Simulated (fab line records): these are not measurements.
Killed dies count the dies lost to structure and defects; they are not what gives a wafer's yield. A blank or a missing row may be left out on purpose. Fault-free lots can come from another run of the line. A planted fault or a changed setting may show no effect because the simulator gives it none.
Matching of chambers | flow nand-harc | NHARC_P_CONTACT_STRIP_28 on rie-diel-08 has 4 sister chambers
The step strips in O2. 16 wafers are shown with their chamber, then 7 later ones without.

EACH WAFER AND ITS CHAMBER
wafer  | chamber | drypump-motor-current-A (A) | oes-product-au (a.u.) | rf-vpp-V (V)
L156.2 | 0       | 6.0                         | 0.999                 | 58.5
L156.3 | 1       | 5.1                         | 1.006                 | 58.1
L156.6 | 3       | 6.3                         | 0.981                 | 58.4
L158.2 | 2       | 6.3                         | 0.984                 | 57.9
L158.4 | 1       | 5.1                         | 1.007                 | 58.0
L165.2 | 0       | 5.9                         | 0.984                 | 57.3
L165.3 | 3       | 6.3                         | 0.998                 | 59.4
L165.6 | 2       | 6.4                         | 0.988                 | 57.5
L167.1 | 3       | 6.3                         | 1.000                 | 59.3
L167.3 | 1       | 5.1                         | 1.001                 | 57.7
L167.6 | 1       | 5.1                         | 1.006                 | 58.4
L169.1 | 3       | 6.3                         | 1.016                 | 60.7
L169.3 | 0       | 5.9                         | 0.980                 | 57.9
L169.4 | 1       | 5.2                         | 1.009                 | 57.4
L172.1 | 3       | 6.3                         | 0.996                 | 58.3
L172.3 | 2       | 6.4                         | 0.983                 | 57.6

SIGNATURES (means of the wafers above)
reading                 | chamber 0 | chamber 1 | chamber 2 | chamber 3 | scatter within a chamber
drypump-motor-current-A | 5.933     | 5.120     | 6.367     | 6.300     | 0.0422
oes-product-au          | 0.98767   | 1.00580   | 0.98500   | 0.99820   | 0.00852
rf-vpp-V                | 57.900    | 57.920    | 57.667    | 59.220    | 0.655
Rule: distance of a wafer from a chamber = root of the sum over the readings of ((wafer's reading minus chamber's mean) / reading's scatter) squared. If the next closest chamber is less than 2 further off than the closest, the wafer can't be placed; otherwise it belongs to the closest. The scatter: the root of (the sum of the squares of (reading less its chamber's mean) over the shown wafers, divided by (wafers less chambers)).

WAFERS WITHOUT THEIR CHAMBER
wafer  | drypump-motor-current-A (A) | oes-product-au (a.u.) | rf-vpp-V (V)
L172.6 | 5.1                         | 1.018                 | 55.8
L171.1 | 6.3                         | 0.988                 | 58.6
L171.4 | 6.3                         | 0.997                 | 58.0
L171.6 | 5.1                         | 1.005                 | 57.3
L174.2 | 6.3                         | 0.981                 | 58.0
L174.4 | 5.1                         | 0.999                 | 59.1
L174.6 | 6.0                         | 0.996                 | 55.8

WHICH CHAMBER EACH ONE RAN IN
wafer  | from the rows above     | in truth
L172.6 | 1                       | 1
L171.1 | can't be placed: 3 or 2 | 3
L171.4 | can't be placed: 3 or 2 | 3
L171.6 | 1                       | 1
L174.2 | can't be placed: 2 or 3 | 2
L174.4 | 1                       | 1
L174.6 | 0                       | 0
Placed correctly: 4 of 7. Cannot be placed on the basis of these rows: 3; the candidates contain the true chamber in 3. Wrongly placed: 0.
